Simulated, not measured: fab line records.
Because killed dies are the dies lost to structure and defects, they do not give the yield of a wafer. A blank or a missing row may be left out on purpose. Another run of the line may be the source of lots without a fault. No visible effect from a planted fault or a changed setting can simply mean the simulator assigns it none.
The same fault as seen by 3 desks -- flow n5 finfet -- each desk holds nothing but its own numbers, with what lay behind them at the end

== THE DEFECT DESK ==
What the inspections along the route counted, lot by lot: means of the sampled wafers that have a number. If a lot's mean is further than 4 standard deviations from the usual mean, the lot is out of limits and carries the mark OUT (the distance appears in the brackets).
Columns: A = raw defect count at N5_FIN_SAQP_INSPECT_18, usual 421
lot,first seen here,A
L184,day 2 09:44,373
L185,day 2 16:03,270
L186,day 2 22:06,386
L191,day 4 03:47,551
L192,day 4 09:37,442
L199,day 6 03:37,323
L201,day 6 15:30,350
L202,day 6 21:57,458
L203,day 7 03:47,365
L204,day 7 09:59,425
Result from this desk: across the 10 lots, nothing is out of limits.

== THE METROLOGY DESK ==
What the gauges read, lot by lot, whatever tool the lot ran on: means of the sampled wafers that have a number. If a lot's mean is further than 4 standard deviations from the usual mean, the lot is out of limits and carries the mark OUT (the distance appears in the brackets). 7 of its 11 readings are shown, namely those furthest out on some lot.
Columns: A = DIBL_P at N5_BEOL_M4_RC_MEAS_101, usual 36.2 mV/V; B = IOFF_N at N5_BEOL_M4_RC_MEAS_101, usual 0.16 nA/um; C = IOFF_P at N5_BEOL_M4_RC_MEAS_101, usual 0.21 nA/um; D = ION_N at N5_BEOL_M4_RC_MEAS_101, usual 673 uA/um; E = SS_P at N5_BEOL_M4_RC_MEAS_101, usual 73.2 mV/dec; F = VT_N at N5_BEOL_M4_RC_MEAS_101, usual 250 mV; G = VT_P at N5_BEOL_M4_RC_MEAS_101, usual -251 mV
lot,first seen here,A,B,C,D,E,F,G
L184,day 2 08:53,36.6,0.16,0.22,674,73.4,250,-249
L185,day 2 15:22,40.2,0.25,0.31,699,74.4,241,-244
L186,day 2 21:21,34.9,0.14,0.19,676,72.9,249,-252
L191,day 4 02:58,38.4,0.18,0.24,685,74.1,248,-247
L192,day 4 08:52,36.9,0.17,0.22,671,73.7,250,-251
L199,day 6 02:50,36.0,0.16,0.22,674,73.1,250,-249
L201,day 6 14:52,34.8,0.15,0.20,671,72.9,248,-252
L202,day 6 21:12,36.0,0.14,0.19,671,73.3,252,-252
L203,day 7 03:09,35.4,0.14,0.22,672,72.8,250,-249
L204,day 7 09:13,35.9,0.15,0.21,671,72.7,251,-251
Result from this desk: across the 10 lots, nothing is out of limits.

== THE TOOL OWNER'S DESK: rie diel-03 ==
The tool's own readings at N5_FIN_SAQP_ETCH_51 (etches SiARC in CF4, target depth 45.5 nm, time 75.8 s): means of the sampled wafers that have a number, for each lot that ran on this tool. If a lot's mean is further than 4 standard deviations from the usual mean, the lot is out of limits and carries the mark OUT (the distance appears in the brackets).
Columns: A = drypump motor current A at N5_FIN_SAQP_ETCH_51, usual 5.6 A; B = etch rf on time s at N5_FIN_SAQP_ETCH_51, usual 75.3 s; C = oes product au at N5_FIN_SAQP_ETCH_51, usual 0.67 a.u.; D = rf vpp V at N5_FIN_SAQP_ETCH_51, usual 184.5 V; E = showerhead plenum p Torr at N5_FIN_SAQP_ETCH_51, usual 2.17 Torr; F = throttle valve pct at N5_FIN_SAQP_ETCH_51, usual 15.53 %
lot,first seen here,A,B,C,D,E,F
L186,day 2 22:16,5.3,74.7,0.71,185.7,2.19,15.32
L199,day 6 03:41,5.5,75.7,0.65,184.5,2.20,15.45
L201,day 6 15:38,5.3,90.7 (+12) OUT,0.62,184.5,2.18,15.38
L202,day 6 22:10,5.5,82.5 (+5.6) OUT,0.62,183.8,2.17,15.53
This desk finds L201, L202 out of limits, L201 being first, at day 6 15:38 (etch rf on time s at N5_FIN_SAQP_ETCH_51). Within limits: L186, L199.

== PUT TOGETHER ==
On L201, L202, at day 6 15:38, an alarm was possible from the tool owner's desk.
The defect desk saw nothing out of limits.
Metrology desk: nothing out of limits seen.
The defect desk has L201, L202 on record, within its limits.
The metrology desk has L201, L202 on record, within its limits.
Every lot named ran N5_FIN_SAQP_ETCH_51 on rie diel-03.

== WHAT THE SIMULATOR HAD INSERTED ==
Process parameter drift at N5_FIN_SAQP_ETCH_51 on rie diel-03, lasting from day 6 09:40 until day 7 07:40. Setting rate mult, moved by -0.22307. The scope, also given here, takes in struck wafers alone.
Lots struck among those shown: L201, L202.
Each desk's first reading out of limits, in hours after the fault started: the tool owner's desk, 6.
